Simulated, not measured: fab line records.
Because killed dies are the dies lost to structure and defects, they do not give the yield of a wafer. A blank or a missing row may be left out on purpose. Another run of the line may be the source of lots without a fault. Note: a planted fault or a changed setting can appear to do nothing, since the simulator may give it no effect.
Chamber matching	flow nand harc	NHARC_A_M0_STRIP_18 on rie diel-09: 4 sister chambers
The step strips in N2/H2. 4 wafers are shown with their chamber, then 8 later ones without.

EACH WAFER AND ITS CHAMBER
wafer	chamber	oes product au (a.u.)
L081.3	2	1.002
L081.4	0	1.011
L081.6	3	1.005
L083.2	1	1.012

WAFERS WITH NO CHAMBER GIVEN
wafer	oes product au (a.u.)
L083.4	0.989
L083.6	1.003
L089.1	0.994
L089.3	1.001
L089.6	1.006
L097.2	1.007
L097.3	0.996
L097.6	1.014

CHAMBER TAKEN BY EACH
wafer	from the rows above	in truth
L083.4	can't be placed: 2 or 3 or 0 or 1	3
L083.6	can't be placed: 2 or 3 or 0 or 1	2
L089.1	can't be placed: 2 or 3 or 0 or 1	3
L089.3	can't be placed: 2 or 3 or 0 or 1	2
L089.6	can't be placed: 3 or 2 or 0 or 1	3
L097.2	can't be placed: 3 or 0 or 2 or 1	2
L097.3	can't be placed: 2 or 3 or 0 or 1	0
L097.6	can't be placed: 1 or 0 or 3 or 2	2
0 of 8 placed correctly. Cannot be placed on the basis of these rows: 8; the candidates contain the true chamber in 8. Number placed wrongly: 0.
How it was worked out, from the rows above alone: a wafer's distance from a chamber is the root of the sum, over the readings, of the square of ((its reading less the chamber's mean) divided by the reading's scatter). If the next closest chamber is less than 2 further off than the closest, the wafer can't be placed; otherwise it belongs to the closest. A chamber's mean is the mean of its shown wafers. The scatter: with one shown wafer a chamber, the root of the mean of the squares of how far each hidden wafer lies from its nearest shown one.
